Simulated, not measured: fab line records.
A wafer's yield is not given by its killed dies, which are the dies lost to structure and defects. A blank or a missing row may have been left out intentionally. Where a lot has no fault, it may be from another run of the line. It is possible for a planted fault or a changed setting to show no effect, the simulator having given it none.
Which of the tools did it? ; flow nand harc ; Sampling: 15 lots, 45 wafers, 5 of 1302 route steps

WHAT EACH GAUGE READ, for each wafer
NHARC_P_CONTACT_CD_MEAS_12: the cd target is 90 nm. Usual: cd nm 90.2 nm, standard deviation 0.52.
lot;measured;on;cd nm (nm);flag
L874;day 6 03:07;cd sem-03;90.2 90.3 90.2;
L875;day 6 03:17;cd sem-02;89.9 90.0 90.3;
L876;day 6 14:40;cd sem-02;89.4 89.7 89.9;
L877;day 7 03:40;cd sem-01;90.0 90.4 90.3;
L879;day 7 22:43;cd sem-01;90.0 90.0 91.2;
L880;day 8 14:11;cd sem-01;89.9 89.8 89.8;
L881;day 8 22:55;cd sem-02;90.7 90.8 90.6;
L883;day 10 05:40;cd sem-03;89.2 89.0 89.6;
L886;day 11 00:39;cd sem-03;89.8 90.5 90.2;
L889;day 12 07:59;cd sem-03;89.6 90.0 89.7;
L892;day 13 19:01;cd sem-03;90.1 91.4 90.4;
L893;day 14 02:23;cd sem-01;89.9 90.1 90.9;
L895;day 14 18:01;cd sem-01;90.4 90.1 90.8;
L896;day 15 00:58;cd sem-01;89.8 89.7 90.4;
L897;day 15 13:46;cd sem-03;90.2 89.9 90.3;

NHARC_P_CONTACT_INSPECT_27. Usual: raw defect count 283, standard deviation 98.
lot;measured;on;raw defect count;flag
L874;day 6 06:23;defect inspect-02;310 373 270;
L875;day 6 06:32;defect inspect-02;277 243 418;
L876;day 6 17:55;defect inspect-01;311 352 235;
L877;day 7 06:56;defect inspect-01;241 126 161;
L879;day 8 02:01;defect inspect-02;235 207 382;
L880;day 8 17:27;defect inspect-01;138 112 143;
L881;day 9 02:20;defect inspect-01;200 174 222;
L883;day 10 08:59;defect inspect-02;211 132 188;
L886;day 11 03:55;defect inspect-01;398 332 516;
L889;day 12 11:17;defect inspect-02;164 228 289;
L892;day 13 22:17;defect inspect-01;328 276 263;
L893;day 14 05:38;defect inspect-02;291 279 306;
L895;day 14 21:19;defect inspect-02;117 159 215;
L896;day 15 04:47;defect inspect-01;258 237 247;
L897;day 15 17:01;defect inspect-02;383 281 212;

NHARC_P_M0_CD_MEAS_09: the cd target is 90 nm. Usual: cd nm 89.8 nm, standard deviation 0.5.
lot;measured;on;cd nm (nm);flag
L874;day 6 07:10;cd sem-03;90.5 90.1 90.1;
L875;day 6 07:26;cd sem-02;88.8 89.6 89.7;
L876;day 6 18:49;cd sem-02;89.8 89.4 89.6;
L877;day 7 07:50;cd sem-03;90.2 90.4 90.2;
L879;day 8 02:55;cd sem-01;89.4 89.3 89.7;
L880;day 8 18:14;cd sem-03;73.3 72.8 72.8;OFF
L881;day 9 03:07;cd sem-01;76.7 76.6 76.6;OFF
L883;day 10 09:53;cd sem-01;88.9 89.9 89.5;
L886;day 11 04:49;cd sem-01;79.1 78.9 79.0;OFF
L889;day 12 12:11;cd sem-03;90.7 90.4 90.3;
L892;day 13 23:11;cd sem-02;90.4 90.3 89.7;
L893;day 14 06:32;cd sem-02;90.1 89.8 89.0;
L895;day 14 22:14;cd sem-02;89.3 90.3 90.6;
L896;day 15 05:34;cd sem-02;90.5 90.4 91.0;
L897;day 15 17:55;cd sem-02;89.7 89.0 89.9;

WHAT TOOL EACH LOT RAN ON (gives the tool, then ch and the chambers of the sampled wafers, and finally the start)
lot;NHARC_P_CONTACT_DESCUM_17;NHARC_P_M0_EXPOSE_06
L874;rie diel-09 ch 0,2, day 6 03:18;arfi scanner-02 ch 0, day 6 07:01
L875;rie diel-05 ch 1,3, day 6 03:28;arfi scanner-01 ch 0, day 6 07:18
L876;rie diel-09 ch 0,1,3, day 6 14:51;arfi scanner-02 ch 0, day 6 18:41
L877;rie diel-07 ch 1,2,3, day 7 03:51;arfi scanner-03 ch 0, day 7 07:42
L879;rie diel-05 ch 1,3, day 7 22:55;arfi scanner-03 ch 0, day 8 02:47
L880;rie diel-09 ch 0,1,3, day 8 14:22;arfi scanner-03 ch 0, day 8 18:05
L881;rie diel-05 ch 0,1, day 8 23:06;arfi scanner-03 ch 0, day 9 02:59
L883;rie diel-07 ch 1,2,3, day 10 05:52;arfi scanner-01 ch 0, day 10 09:44
L886;rie diel-07 ch 2,3, day 11 00:50;arfi scanner-03 ch 0, day 11 04:41
L889;rie diel-05 ch 0,1, day 12 08:11;arfi scanner-02 ch 0, day 12 12:03
L892;rie diel-09 ch 2,3, day 13 19:13;arfi scanner-01 ch 0, day 13 23:03
L893;rie diel-07 ch 0,1,3, day 14 02:34;arfi scanner-02 ch 0, day 14 06:23
L895;rie diel-09 ch 0,1,2, day 14 18:13;arfi scanner-01 ch 0, day 14 22:05
L896;rie diel-05 ch 0,3, day 15 01:09;arfi scanner-01 ch 0, day 15 05:26
L897;rie diel-09 ch 0,1,2, day 15 13:58;arfi scanner-02 ch 0, day 15 17:47
- NHARC_P_CONTACT_DESCUM_17: chemistry O2, time 3 s.
- NHARC_P_M0_EXPOSE_06: exposes mask P M0, target cd 90 nm.

AS READ BY THE TOOLS THEMSELVES (means over the sampled wafers that have a number; for cases with no such wafer, the mark the record gives instead)
NHARC_P_CONTACT_DESCUM_17. Usual: drypump motor current A 5.4 A, standard deviation 0.44; mfc ar sccm 0.004 sccm, standard deviation 0.0062; oes product au 0.999 a.u., standard deviation 0.0077; rf vpp V 57.8 V, standard deviation 0.84; showerhead plenum p Torr 1.89 Torr, standard deviation 0.083; throttle valve pct 11.311 %, standard deviation 0.0086.
lot;tool;drypump motor current A (A);mfc ar sccm (sccm);oes product au (a.u.);rf vpp V (V);showerhead plenum p Torr (Torr);throttle valve pct (%);flag
L874;rie diel-09;5.4;0.002;1.001;58.0;1.81;11.309;
L875;rie diel-05;5.5;0.005;0.996;57.7;1.85;11.313;
L876;rie diel-09;5.1;0.002;1.006;58.3;1.92;11.323;
L877;rie diel-07;5.8;0.010;1.007;58.4;1.91;11.315;
L879;rie diel-05;5.5;0.005;0.992;57.9;1.85;11.316;
L880;rie diel-09;5.1;0.002;0.998;58.1;1.92;11.316;
L881;rie diel-05;5.5;0.011;1.004;57.0;1.80;11.308;
L883;rie diel-07;5.8;0.010;1.000;57.6;1.91;11.312;
L886;rie diel-07;5.4;0.006;1.000;58.3;1.92;11.313;
L889;rie diel-05;5.7;0.005;0.998;57.7;1.81;11.309;
L892;rie diel-09;5.3;0.000;1.002;57.4;1.83;11.307;
L893;rie diel-07;6.0;0.010;1.004;58.2;1.96;11.308;
L895;rie diel-09;5.3;0.002;0.997;57.6;1.87;11.305;
L896;rie diel-05;5.2;0.011;0.992;57.9;1.84;11.315;
L897;rie diel-09;5.3;0.002;0.994;58.8;1.87;11.306;

NHARC_P_M0_EXPOSE_06. Usual: exposure dose mJ cm2 81.27, standard deviation 0.076; focus offset nm 0.1 nm, standard deviation 0.53.
lot;tool;exposure dose mJ cm2;focus offset nm (nm);flag
L874;arfi scanner-02;81.33;0.1;
L875;arfi scanner-01;81.21;-0.1;
L876;arfi scanner-02;81.22;0.5;
L877;arfi scanner-03;81.20;-0.0;
L879;arfi scanner-03;81.38;-0.5;
L880;arfi scanner-03;61.73;-0.2;OFF
L881;arfi scanner-03;65.66;-0.5;OFF
L883;arfi scanner-01;81.30;-0.2;
L886;arfi scanner-03;68.81;0.6;OFF
L889;arfi scanner-02;81.23;-0.2;
L892;arfi scanner-01;81.24;0.3;
L893;arfi scanner-02;81.29;-0.2;
L895;arfi scanner-01;81.24;0.6;
L896;arfi scanner-01;81.20;0.3;
L897;arfi scanner-02;81.36;0.1;

THE ANSWER, worked out from the rows above alone
Rule: a lot is off if the mean of its wafers that have a number lies more than 3 standard deviations from the usual mean. A lot without any number at a reading at which 4 lots or more have one is off too. All remaining lots with rows at the step are treated as sound. Order of review: gauges by route order, followed by the tools' own readings, for which a lot's mean as printed above is used. At the first step where some lot is off, the reading lying furthest off is the one used; lots without a number count as furthest.
Off at NHARC_P_M0_CD_MEAS_09 (cd nm): L880, L881, L886.
A tool fits if, at a process step before that reading, it ran every lot that is off, and no sound lot after the first of them. Not tried: the gauges at NHARC_P_M0_CD_MEAS_09; whatever is off there is also off at NHARC_P_M0_EXPOSE_06, on other tools, and gauge error can't account for it. One fits: arfi scanner-03 at NHARC_P_M0_EXPOSE_06. Its last sound lot is L879 (day 8 02:47), its first lot that is off L880 (day 8 18:05): a fault that began between those two fits.
On the lots that are off, the tool's own readings at NHARC_P_M0_EXPOSE_06 differ by more than 5 times the standard deviation of the sound lots' means, which bears it out; exposure dose mJ cm2 reads 65.40 there versus 81.27 on the sound lots.

WHAT HAD BEEN PUT IN BY THE SIMULATOR
Drift in process parameters on arfi scanner-03 at NHARC_P_M0_EXPOSE_06, starting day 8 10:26. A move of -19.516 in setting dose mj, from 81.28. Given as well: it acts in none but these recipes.
Shown lots that were struck: L880, L881, L886. The rule given above showed the same thing.
